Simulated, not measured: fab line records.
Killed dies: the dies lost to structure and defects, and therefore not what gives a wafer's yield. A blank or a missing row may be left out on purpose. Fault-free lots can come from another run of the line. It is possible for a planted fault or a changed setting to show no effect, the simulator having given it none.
fab line records + flow nandHarc
[record]
- lots = 14
- wafers = 42
- lastDay = 34
route steps=1302 shown A_CONTACT@1089 A_M1@1196 THIN_TSV@1263 END@1302
lots with no fault: from the same line, run without faults
startH: start of the lot's first displayed wafer, in hours after the record's first day + waitH: hours since the lot's step before + " unchanged from the row above + L1.1+2: a single row standing in for several wafers + - no value present, or no start provided + * or withheld: withheld + < > ~ a bound
route shown NAME@n: NAME is a module with steps in the file, n the number in the route of the first one + usual: the fault-free wafers' mean and standard deviation + same: alike in all rows + chamber/n: place in a boat + sites: each site's reading + _std_site: standard deviation of those values + _edge_site: inner sites' mean taken away from outer sites' mean + radiusMm: for every site, how far away it sits from the centre of the wafer + mask NAME#n: copy n + behind: the most recent tool/chamber to have shaped the wafer + hold: what put the lot on hold/how long, in hours/how the hold closed + device: names the non-switching transistor (n, p or np) + end of line: the same wafers' tests at the end of the route + step lacking rows: just its recipe + killed: dies lost to structure and defects at the first sort, not the wafer's yield + map: a wafer's dies, marking killed ones x, the rest . and places with no die _
set.NAME: the setting that was run; set.NAME@STEP: the one run at that earlier step + model.NAME: the simulator's own value behind a step, which no gauge read
the route's steps for a sample of lots (tables are steps, rows are wafers)
services: when a tool's chamber went out of use (startH, in hours from the record's first day, below 0 if earlier), for how many hours, and the reason
[[steps]]
[step NHARC_A_CONTACT_ETCH_137]
[recipe]
- sourceW = withheld
- pressureMtorr = 20
- biasV = 1200
- timeS = 311
- targetDepthA = 19120
- arFlowSccm = withheld
- c4f8FlowSccm = withheld
- o2FlowSccm = withheld
- chemistry = C4F8/O2/Ar
| lot.wafer | tool          | chamber | startH | waitH | rfHoursCounterH |
|-----------|---------------|---------|--------|-------|-----------------|
| L206.2    | harCapEtch-02 | 1       | 518.31 | 0.2   | 87              |
| L206.4    | "             | 1       | "      | "     | -               |
| L206.5    | "             | 0       | "      | "     | -               |
| L209.2    | harCapEtch-01 | 1       | 535.87 | 0.2   | 5               |
| L209.4    | "             | 1       | "      | "     | -               |
| L209.6    | "             | 1       | "      | "     | -               |
| L208.2    | harCapEtch-03 | 1       | 537.11 | 0.2   | 49              |
| L208.1    | "             | 0       | "      | "     | 49              |
| L208.4    | "             | 1       | "      | "     | -               |
| L207.2    | harCapEtch-02 | 1       | 539.58 | 0.2   | 92              |
| L207.3    | "             | 1       | "      | "     | -               |
| L207.5    | "             | 0       | "      | "     | -               |
| L210.2    | harCapEtch-03 | 1       | 548.01 | 0.2   | 51              |
| L210.3    | "             | 1       | "      | "     | -               |
| L210.6    | "             | 0       | "      | "     | -               |
| L212.4    | harCapEtch-01 | 0       | 574.63 | 0.2   | -               |
| L212.3    | "             | 1       | "      | "     | -               |
| L212.6    | "             | 0       | "      | "     | -               |
| L211.2    | harCapEtch-01 | 0       | 588.59 | 0.2   | 13              |
| L211.4    | "             | 1       | "      | "     | -               |
| L211.6    | "             | 0       | "      | "     | -               |
| L220.4    | harCapEtch-03 | 0       | 645.99 | 0.2   | -               |
| L220.3    | "             | 1       | "      | "     | -               |
| L220.6    | "             | 0       | "      | "     | -               |
| L221.2    | harCapEtch-03 | 0       | 673.72 | 0.2   | 72              |
| L221.3    | "             | 0       | "      | "     | -               |
| L221.6    | "             | 1       | "      | "     | -               |
| L223.2    | harCapEtch-01 | 0       | 696.11 | 0.3   | 33              |
| L223.3    | "             | 1       | "      | "     | -               |
| L223.6    | "             | 0       | "      | "     | -               |
| L227.2    | harCapEtch-02 | 0       | 738.50 | 0.2   | 126             |
| L227.1    | "             | 1       | "      | "     | 126             |
| L227.5    | "             | 1       | "      | "     | -               |
| L229.2    | harCapEtch-02 | 1       | 745.59 | 0.2   | 127             |
| L229.6    | "             | 0       | "      | "     | -               |
| L229.5    | "             | 1       | "      | "     | -               |
| L226.1    | harCapEtch-01 | 0       | 747.03 | 0.2   | 41              |
| L226.2    | "             | 1       | "      | "     | 41              |
| L226.5    | "             | 0       | "      | "     | -               |
| L228.1    | harCapEtch-01 | 1       | 754.87 | 0.2   | 42              |
| L228.3    | "             | 1       | "      | "     | -               |
| L228.4    | "             | 0       | "      | "     | -               |
[step NHARC_A_M1_THK_MEAS_24]
[recipe]
- thkMeasGauge = xrf
[usual]
- thkNm = 154.4/1.5
| lot.wafer | tool         | chamber | startH | waitH | thkNm |
|-----------|--------------|---------|--------|-------|-------|
| L206.2    | filmMetro-01 | -       | 533.29 | -     | 151.8 |
| L206.4    | "            | -       | "      | "     | 152.7 |
| L206.5    | "            | -       | "      | "     | 152.7 |
| L209.2    | filmMetro-02 | -       | 552.73 | -     | 156.8 |
| L209.4    | "            | -       | "      | "     | 155.4 |
| L209.6    | "            | -       | "      | "     | 155.2 |
| L208.1    | filmMetro-02 | -       | 553.33 | -     | 155.0 |
| L208.2    | "            | -       | "      | "     | 153.1 |
| L208.4    | "            | -       | "      | "     | 152.5 |
| L207.2    | filmMetro-02 | -       | 554.52 | -     | 155.8 |
| L207.3    | "            | -       | "      | "     | 155.7 |
| L207.5    | "            | -       | "      | "     | 154.6 |
| L210.2    | filmMetro-02 | -       | 564.03 | -     | 155.1 |
| L210.3    | "            | -       | "      | "     | 153.4 |
| L210.6    | "            | -       | "      | "     | 155.3 |
| L212.3    | filmMetro-02 | -       | 590.10 | -     | 155.4 |
| L212.4    | "            | -       | "      | "     | 154.7 |
| L212.6    | "            | -       | "      | "     | 155.7 |
| L211.2    | filmMetro-01 | -       | 603.80 | -     | 155.2 |
| L211.4    | "            | -       | "      | "     | 155.2 |
| L211.6    | "            | -       | "      | "     | 155.4 |
| L220.3    | filmMetro-02 | -       | 660.84 | -     | 152.6 |
| L220.4    | "            | -       | "      | "     | 154.9 |
| L220.6    | "            | -       | "      | "     | 155.4 |
| L221.2    | filmMetro-01 | -       | 689.21 | -     | 155.9 |
| L221.3    | "            | -       | "      | "     | 153.6 |
| L221.6    | "            | -       | "      | "     | 156.3 |
| L223.2    | filmMetro-02 | -       | 711.42 | -     | 156.9 |
| L223.3    | "            | -       | "      | "     | 156.0 |
| L223.6    | "            | -       | "      | "     | 153.0 |
| L227.1    | filmMetro-02 | -       | 753.33 | -     | 154.2 |
| L227.2    | "            | -       | "      | "     | 154.1 |
| L227.5    | "            | -       | "      | "     | 151.7 |
| L229.2    | filmMetro-02 | -       | 760.50 | -     | 155.1 |
| L229.5    | "            | -       | "      | "     | 153.6 |
| L229.6    | "            | -       | "      | "     | 154.5 |
| L226.1    | filmMetro-02 | -       | 761.99 | -     | 153.0 |
| L226.2    | "            | -       | "      | "     | 152.6 |
| L226.5    | "            | -       | "      | "     | 151.3 |
| L228.1    | filmMetro-02 | -       | 769.93 | -     | 154.0 |
| L228.3    | "            | -       | "      | "     | 154.7 |
| L228.4    | "            | -       | "      | "     | 152.5 |
[step NHARC_THIN_TSV_ETCH_15]
[recipe]
- targetDepthA = 30000
- boschTargetOveretchCycles = 2
- boschEtchStepS = 2.8
- boschDepStepS = 1.2
- boschCycles = 14
[usual]
- drypumpMotorCurrentA = 5.8/0.45
| lot.wafer | tool     | chamber | startH | waitH | drypumpMotorCurrentA | rfHoursCounterH |
|-----------|----------|---------|--------|-------|----------------------|-----------------|
| L206.2    | rieSi-06 | 3       | 551.61 | -     | 6.3                  | 0.55            |
| L206.4    | "        | 1       | "      | "     | 6.1                  | 0.66            |
| L206.5    | "        | 3       | "      | "     | 6.3                  | -               |
| L209.4    | rieSi-04 | 3       | 571.02 | -     | 5.8                  | 0.28            |
| L209.2    | "        | 1       | "      | "     | 6.2                  | 0.20            |
| L209.6    | "        | 2       | "      | "     | 5.0                  | -               |
| L207.2    | rieSi-06 | 1       | 572.41 | -     | 6.0                  | 0.81            |
| L207.3    | "        | 2       | "      | "     | 6.1                  | 0.77            |
| L207.5    | "        | 1       | "      | "     | 6.1                  | -               |
| L208.4    | rieSi-04 | 3       | 573.39 | -     | 5.9                  | 0.33            |
| L208.1    | "        | 0       | "      | "     | 5.7                  | 0.20            |
| L208.2    | "        | 1       | "      | "     | 6.2                  | 0.22            |
| L210.2    | rieSi-06 | 0       | 583.35 | -     | 5.2                  | 1.00            |
| L210.3    | "        | 1       | "      | "     | 6.1                  | 0.92            |
| L210.6    | "        | 2       | "      | "     | 6.1                  | -               |
| L212.3    | rieSi-01 | 3       | 608.06 | -     | 6.2                  | 0.33            |
| L212.6    | "        | 1       | "      | "     | 6.1                  | -               |
| L212.4    | "        | 2       | "      | "     | 6.0                  | -               |
| L211.2    | rieSi-04 | 0       | 621.93 | -     | 5.7                  | 0.61            |
| L211.4    | "        | 1       | "      | "     | 6.2                  | 0.53            |
| L211.6    | "        | 2       | "      | "     | 5.0                  | -               |
| L220.3    | rieSi-01 | 2       | 679.06 | -     | 6.0                  | 0.82            |
| L220.4    | "        | 3       | "      | "     | 6.2                  | 0.91            |
| L220.6    | "        | 1       | "      | "     | 6.1                  | -               |
| L221.2    | rieSi-06 | 0       | 707.69 | -     | 5.2                  | 0.47            |
| L221.3    | "        | 2       | "      | "     | 6.2                  | 0.68            |
| L221.6    | "        | 1       | "      | "     | 6.1                  | -               |
| L223.3    | rieSi-04 | 1       | 728.65 | -     | 6.2                  | 0.22            |
| L223.2    | "        | 2       | "      | "     | 5.0                  | 0.18            |
| L223.6    | "        | 1       | "      | "     | 6.2                  | -               |
| L227.1    | rieSi-06 | 2       | 771.78 | -     | 6.1                  | 1.08            |
| L227.2    | "        | 0       | "      | "     | 5.2                  | 0.87            |
| L227.5    | "        | 2       | "      | "     | 6.2                  | -               |
| L229.2    | rieSi-06 | 1       | 779.74 | -     | 6.1                  | 1.29            |
| L229.6    | "        | 0       | "      | "     | 5.2                  | -               |
| L229.5    | "        | 1       | "      | "     | 6.1                  | -               |
| L226.2    | rieSi-04 | 2       | 780.87 | -     | 5.0                  | 0.55            |
| L226.1    | "        | 3       | "      | "     | 5.9                  | 0.39            |
| L226.5    | "        | 2       | "      | "     | 5.0                  | -               |
| L228.1    | rieSi-04 | 1       | 791.91 | -     | 6.2                  | 0.67            |
| L228.3    | "        | 2       | "      | "     | 5.0                  | 0.65            |
| L228.4    | "        | 3       | "      | "     | 5.9                  | 0.53            |
[step NHARC_THIN_TSV_STRIP_62]
[recipe]
- powerW = 1500
- tempC = 250
- timeS = 20
- chemistry = N2/H2
[usual]
- drypumpMotorCurrentA = 5.7/0.39
- heaterPowerW = 334/36
| lot.wafer | tool           | chamber | startH | waitH | drypumpMotorCurrentA | heaterPowerW | rfHoursCounterH |
|-----------|----------------|---------|--------|-------|----------------------|--------------|-----------------|
| L206.2    | plasmaAsher-01 | 0       | 553.40 | -     | 6.3                  | 309          | 5               |
| L206.4    | "              | 0       | "      | "     | 6.2                  | 310          | -               |
| L206.5    | "              | 0       | "      | "     | 6.2                  | 309          | -               |
| L209.2    | plasmaAsher-02 | 1       | 572.92 | -     | 5.4                  | 409          | 28              |
| L209.4    | "              | 1       | "      | "     | 5.4                  | 396          | -               |
| L209.6    | "              | 0       | "      | "     | 5.8                  | 331          | -               |
| L207.2    | plasmaAsher-01 | 1       | 574.27 | -     | 5.3                  | 298          | 8               |
| L207.3    | "              | 0       | "      | "     | 6.3                  | 306          | -               |
| L207.5    | "              | 1       | "      | "     | 5.3                  | 306          | -               |
| L208.2    | plasmaAsher-01 | 0       | 575.15 | -     | 6.3                  | 323          | 8               |
| L208.1    | "              | 1       | "      | "     | 5.3                  | 301          | 8               |
| L208.4    | "              | 1       | "      | "     | 5.3                  | 312          | -               |
| L210.2    | plasmaAsher-02 | 0       | 585.11 | -     | 5.8                  | 332          | 31              |
| L210.3    | "              | 0       | "      | "     | 5.8                  | 329          | -               |
| L210.6    | "              | 0       | "      | "     | 5.8                  | 330          | -               |
| L212.4    | plasmaAsher-01 | 1       | 610.01 | -     | 5.3                  | 305          | -               |
| L212.3    | "              | 0       | "      | "     | 6.3                  | 316          | -               |
| L212.6    | "              | 0       | "      | "     | 6.3                  | 319          | -               |
| L211.2    | plasmaAsher-01 | 1       | 623.69 | -     | 5.3                  | 297          | 18              |
| L211.4    | "              | 1       | "      | "     | 5.3                  | 310          | -               |
| L211.6    | "              | 1       | "      | "     | 5.4                  | 296          | -               |
| L220.4    | plasmaAsher-02 | 1       | 680.93 | -     | 5.4                  | 396          | -               |
| L220.3    | "              | 0       | "      | "     | 5.8                  | 332          | -               |
| L220.6    | "              | 0       | "      | "     | 5.8                  | 335          | -               |
| L221.2    | plasmaAsher-02 | 1       | 709.49 | -     | 5.4                  | 386          | 23              |
| L221.3    | "              | 0       | "      | "     | 5.8                  | 327          | -               |
| L221.6    | "              | 0       | "      | "     | 5.8                  | 329          | -               |
| L223.2    | plasmaAsher-01 | 0       | 730.42 | -     | 6.2                  | 326          | 6               |
| L223.3    | "              | 0       | "      | "     | 6.3                  | 321          | -               |
| L223.6    | "              | 1       | "      | "     | 5.3                  | 293          | -               |
| L227.2    | plasmaAsher-02 | 1       | 773.66 | -     | 5.3                  | 397          | 36              |
| L227.1    | "              | 0       | "      | "     | 5.8                  | 337          | 36              |
| L227.5    | "              | 1       | "      | "     | 5.3                  | 393          | -               |
| L229.2    | plasmaAsher-01 | 1       | 781.76 | -     | 5.3                  | 302          | 15              |
| L229.5    | "              | 0       | "      | "     | 6.2                  | 326          | -               |
| L229.6    | "              | 1       | "      | "     | 5.3                  | 290          | -               |
| L226.1    | plasmaAsher-01 | 0       | 782.63 | -     | 6.3                  | 326          | 16              |
| L226.2    | "              | 1       | "      | "     | 5.3                  | 302          | 16              |
| L226.5    | "              | 0       | "      | "     | 6.3                  | 329          | -               |
| L228.1    | plasmaAsher-02 | 1       | 793.71 | -     | 5.3                  | 399          | 1               |
| L228.3    | "              | 0       | "      | "     | 5.9                  | 348          | -               |
| L228.4    | "              | 1       | "      | "     | 5.3                  | 398          | -               |
[step NHARC_END_SORT_01]
[recipe]
- tempC = 25
[usual]
- killedAtArray = 52/17
- killedAtOther = 0.9/1.2
- killedAtPeriphery = 3.9/2.7
- killedDies = 57/16
- killedOpen = 3.3/1.9
- killedShort = 2.5/1.5
[same]
- grossDies = 677
| lot.wafer | tool      | chamber | startH | waitH | killedAtArray | killedAtOther | killedAtPeriphery | killedDies | killedOpen | killedShort |
|-----------|-----------|---------|--------|-------|---------------|---------------|-------------------|------------|------------|-------------|
| L220.3    | prober-02 | 0       | 697.77 | 3.1   | 131           | 0             | 5                 | 136        | 0          | 2           |
| L220.4    | prober-02 | 0       | 698.56 | 3.4   | 20            | 0             | 8                 | 28         | 4          | 0           |
| L220.6    | prober-02 | 0       | 700.15 | 4.0   | 20            | 2             | 8                 | 30         | 2          | 1           |
| L221.2    | prober-02 | 0       | 721.63 | 2.8   | 38            | 1             | 2                 | 41         | 3          | 2           |
| L221.3    | prober-02 | 0       | 722.44 | 3.2   | 49            | 0             | 9                 | 58         | 4          | 0           |
| L221.6    | prober-02 | 0       | 724.87 | 4.1   | 131           | 1             | 3                 | 135        | 4          | 0           |
// killed by level:class
L220.3 A_CONTACT:unspecified=106 A_CHANNEL_HOLE_D1:chamberFilmFlake=11 P_BONDPAD:chamberFilmFlake=5 A_SLIT:chamberFilmFlake=5 A_STAIRCASE:chamberFilmFlake=4 A_CHANNEL_FILL_D1:chamberFilmFlake=2 A_ONON_D2:geometricParticle:short=1 A_WL_FILL:geometricParticle:short=1
L220.4 P_BONDPAD:chamberFilmFlake=6 A_CHANNEL_HOLE_D1:chamberFilmFlake=4 A_STAIRCASE:chamberFilmFlake=4 A_CONTACT:chamberFilmFlake=4 A_SLIT:chamberFilmFlake=2 A_DECK1_JOINT:geometricParticle:open=1 A_ONON_D2:geometricParticle:open=1 A_CHANNEL_HOLE_D2:geometricParticle:open=1
L220.6 A_CHANNEL_HOLE_D1:chamberFilmFlake=6 P_BONDPAD:chamberFilmFlake=4 A_SLIT:chamberFilmFlake=4 A_CONTACT:chamberFilmFlake=3 P_M0:chamberFilmFlake=3 A_STAIRCASE:chamberFilmFlake=3 THIN_TSV:chamberFilmFlake=2 A_ONON_D2:geometricParticle:open=1
L221.2 A_SLIT:chamberFilmFlake=27 A_STAIRCASE:chamberFilmFlake=3 A_CHANNEL_HOLE_D1:chamberFilmFlake=2 P_CONTACT:geometricParticle:short=1 P_M0:geometricParticle:open=1 A_CHANNEL_FILL_D1:geometricParticle:open=1 A_ONON_D2:geometricParticle:short=1 A_CONTACT:geometricParticle:open=1
L221.3 A_SLIT:chamberFilmFlake=27 A_STAIRCASE:chamberFilmFlake=8 P_BONDPAD:chamberFilmFlake=7 A_CHANNEL_HOLE_D1:chamberFilmFlake=4 A_CONTACT:chamberFilmFlake=3 P_ZERO_WELL:chamberFilmFlake=2 A_BONDPAD:chamberFilmFlake=2 A_SOURCE_PLATE:geometricParticle:open=1
L221.6 A_CONTACT:unspecified=105 A_SLIT:chamberFilmFlake=12 A_STAIRCASE:chamberFilmFlake=5 P_BONDPAD:chamberFilmFlake=3 A_ONON_D2:geometricParticle:open=2 A_ZERO_WELL:chamberFilmFlake=2 A_CONTACT:chamberFilmFlake=2 A_CHANNEL_FILL_D1:geometricParticle:open=1
[[services]]
| tool           | chamber | startH | hours | kind   |
|----------------|---------|--------|-------|--------|
| rieSi-06       | -       | 495.72 | 0.5   | repair |
| harCapEtch-01  | -       | 499.09 | 17.0  | pm     |
| rieSi-01       | 3       | 504.19 | 1.5   | repair |
| rieSi-06       | 3       | 510.27 | 3.4   | repair |
| rieSi-04       | -       | 519.00 | 9.0   | pm     |
| plasmaAsher-01 | -       | 519.72 | 9.0   | pm     |
| plasmaAsher-01 | -       | 542.68 | 2.8   | repair |
| rieSi-01       | -       | 547.00 | 9.0   | pm     |
| rieSi-06       | 2       | 558.00 | 6.9   | repair |
| rieSi-01       | 1       | 565.37 | 6.4   | repair |
| rieSi-06       | 0       | 587.60 | 51.2  | repair |
| rieSi-01       | 0       | 595.69 | 15.1  | repair |
| plasmaAsher-02 | -       | 603.00 | 9.0   | pm     |
| rieSi-06       | -       | 603.00 | 9.0   | pm     |
| rieSi-04       | 0       | 615.35 | 1.4   | repair |
| plasmaAsher-01 | -       | 625.37 | 3.0   | repair |
| harCapEtch-03  | -       | 636.97 | 0.3   | repair |
| rieSi-01       | 0       | 642.15 | 1.5   | repair |
| rieSi-04       | -       | 696.00 | 9.0   | pm     |
| plasmaAsher-01 | -       | 696.72 | 9.0   | pm     |
| rieSi-04       | -       | 746.51 | 0.1   | repair |
| harCapEtch-02  | -       | 754.84 | 17.0  | pm     |
| rieSi-06       | -       | 780.00 | 9.0   | pm     |
| plasmaAsher-02 | -       | 780.19 | 9.0   | pm     |
[[key]]
[firstSign]
- step = NHARC_END_SORT_01
- reading = killedDies
- direction = up
- sigmas = 4.8
- usual = 57
- struck = 136
[effect]
- step = NHARC_END_SORT_01
- reading = killedAtArray
- direction = up
- sigmas = 4.7
- usual = 52
- struck = 131
[moreKillsBornAt]
- NHARC_A_CONTACT_ETCH_137@harCapEtch-03 = 209
metAt NHARC_A_CONTACT_ETCH_137
struckLots L220,L221
struckWafers L220.3,L221.6
testerLeftOut L220,L221
notActingAt NHARC_A_M1_THK_MEAS_24,NHARC_THIN_TSV_ETCH_15,NHARC_THIN_TSV_STRIP_62
onsetBetween 548.01 645.99
[fault]
- kind = chamberParticleSource
- tool = harCapEtch-03
- chamber = 1
- onsetH = 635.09
- steps = NHARC_A_CONTACT_ETCH_137
- ratePerVisitCm2 = 2.0999
- endH = 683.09
// testerLeftOut: of these lots the tester's yield and bins aren't shown, on N5 and GAA mostly nor the transistor test; their killed dies are dies lost to structure and defects alone, not to doping, threshold or leakage, so they don't give the yield
